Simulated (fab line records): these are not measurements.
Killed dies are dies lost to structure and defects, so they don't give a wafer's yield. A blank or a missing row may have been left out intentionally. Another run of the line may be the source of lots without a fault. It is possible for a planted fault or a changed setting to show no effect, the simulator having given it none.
Chamber matching :: flow nand_harc :: NHARC_A_CONTACT_CMP_20 on cmp-03 has 4 sister chambers
The step polishes, t overpolish 30 s, target thk 300 nm. 4 wafers are shown with their chamber, then 10 later ones without.

== WAFERS WITH THEIR CHAMBER ==
wafer: L080.5
chamber: 2
motor_current_A (A): 11.8

wafer: L086.4
chamber: 1
motor_current_A (A): 12.3

wafer: L093.1
chamber: 0
motor_current_A (A): 11.1

wafer: L093.3
chamber: 3
motor_current_A (A): 12.7

== WAFERS WITH NO CHAMBER GIVEN ==
wafer: L093.6
motor_current_A (A): 13.3

wafer: L095.1
motor_current_A (A): 12.5

wafer: L095.4
motor_current_A (A): 12.6

wafer: L095.5
motor_current_A (A): 13.0

wafer: L096.1
motor_current_A (A): 13.3

wafer: L096.2
motor_current_A (A): 12.3

wafer: L096.6
motor_current_A (A): 11.7

wafer: L097.2
motor_current_A (A): 11.7

wafer: L097.3
motor_current_A (A): 12.5

wafer: L097.6
motor_current_A (A): 11.1

== EACH ONE'S CHAMBER ==
wafer: L093.6
from the rows above: can't be placed: 3 or 1
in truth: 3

wafer: L095.1
from the rows above: can't be placed: 1 or 3 or 2
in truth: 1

wafer: L095.4
from the rows above: can't be placed: 3 or 1
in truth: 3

wafer: L095.5
from the rows above: can't be placed: 3 or 1
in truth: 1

wafer: L096.1
from the rows above: can't be placed: 3 or 1
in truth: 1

wafer: L096.2
from the rows above: can't be placed: 1 or 3 or 2
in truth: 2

wafer: L096.6
from the rows above: can't be placed: 2 or 0 or 1
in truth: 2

wafer: L097.2
from the rows above: can't be placed: 2 or 0 or 1
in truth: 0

wafer: L097.3
from the rows above: can't be placed: 1 or 3 or 2
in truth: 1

wafer: L097.6
from the rows above: 0
in truth: 0
Correctly placed: 1 of 10. Unplaceable from these rows: 9, with the true chamber sitting among the candidates in 9. Number placed wrongly: 0.
How it was worked out, from the rows above alone: a wafer's distance from a chamber is the root of the sum, over the readings, of the square of ((its reading less the chamber's mean) divided by the reading's scatter). If the next closest chamber is less than 2 further off than the closest, the wafer can't be placed; otherwise it belongs to the closest. For every chamber, the mean is computed from those of its wafers that are shown. The scatter: root of mean squared gap, hidden wafer to nearest shown wafer, with one shown wafer a chamber.
